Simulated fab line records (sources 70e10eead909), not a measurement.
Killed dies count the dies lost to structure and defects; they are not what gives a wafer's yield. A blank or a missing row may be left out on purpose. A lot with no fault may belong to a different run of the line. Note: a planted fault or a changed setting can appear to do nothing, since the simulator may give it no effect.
Matching of chambers | flow nand-harc | NHARC_A_STAIRCASE_CMP_450 on cmp-04: 4 sister chambers
The step polishes SiO2, target thk 200 nm. 18 wafers are shown with their chamber, then 9 later ones without.

## WAFERS, EACH WITH ITS CHAMBER
wafer  | chamber | motor-current-A (A) | slurry-filter-dp-kPa (kPa)
L076.1 | 3       | 11.6                | 13.54
L076.3 | 0       | 11.5                | 13.59
L076.5 | 3       | 12.1                | 13.47
L074.1 | 1       | 11.7                | 13.56
L074.4 | 2       | 10.0                | 13.55
L074.6 | 0       | 11.6                | 13.80
L078.2 | 2       | 10.9                | 13.23
L078.4 | 3       | 11.4                | 13.67
L078.5 | 2       | 10.6                | 13.63
L077.3 | 1       | 11.3                | 13.73
L077.5 | 0       | 11.0                | 13.27
L077.6 | 3       | 11.8                | 13.62
L081.2 | 2       | 10.5                | 13.36
L081.3 | 3       | 11.8                | 13.31
L081.5 | 0       | 12.1                | 13.52
L083.2 | 1       | 10.8                | 13.43
L083.4 | 3       | 11.3                | 13.21
L083.6 | 1       | 11.5                | 13.57

SIGNATURES (means of the wafers above)
reading              | chamber 0 | chamber 1 | chamber 2 | chamber 3 | scatter within a chamber
motor-current-A      | 11.550    | 11.325    | 10.500    | 11.667    | 0.369
slurry-filter-dp-kPa | 13.5450   | 13.5725   | 13.4425   | 13.4700   | 0.179
Rule: a wafer's distance from a chamber is the root of the sum, over the readings, of the square of ((its reading less the chamber's mean) divided by the reading's scatter). If the next closest chamber is less than 2 further off than the closest, the wafer can't be placed; otherwise it belongs to the closest. How the scatter is found: for the shown wafers, subtract from each reading the mean of its chamber, square and add these, divide the total by (wafers less chambers), then take the root.

## WAFERS WITH NO CHAMBER GIVEN
wafer  | motor-current-A (A) | slurry-filter-dp-kPa (kPa)
L087.1 | 11.4                | 13.22
L087.2 | 11.8                | 13.42
L087.4 | 11.0                | 13.64
L088.1 | 10.9                | 13.53
L088.5 | 12.1                | 13.62
L088.6 | 11.9                | 13.33
L095.2 | 11.6                | 13.70
L095.5 | 11.8                | 13.44
L095.6 | 12.3                | 13.57

## WHICH CHAMBER EACH ONE RAN IN
wafer  | from the rows above               | in truth
L087.1 | can't be placed: 3 or 0 or 1 or 2 | 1
L087.2 | can't be placed: 3 or 0 or 1      | 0
L087.4 | can't be placed: 1 or 0 or 2 or 3 | 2
L088.1 | can't be placed: 1 or 2 or 0 or 3 | 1
L088.5 | can't be placed: 3 or 0 or 1      | 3
L088.6 | can't be placed: 3 or 0 or 1      | 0
L095.2 | can't be placed: 0 or 1 or 3      | 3
L095.5 | can't be placed: 3 or 0 or 1      | 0
L095.6 | can't be placed: 3 or 0 or 1      | 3
Correct placement for 0 of the 9. Can't be placed from these rows: 9 (the true chamber is among the candidates in 9). Wrongly placed: 0.
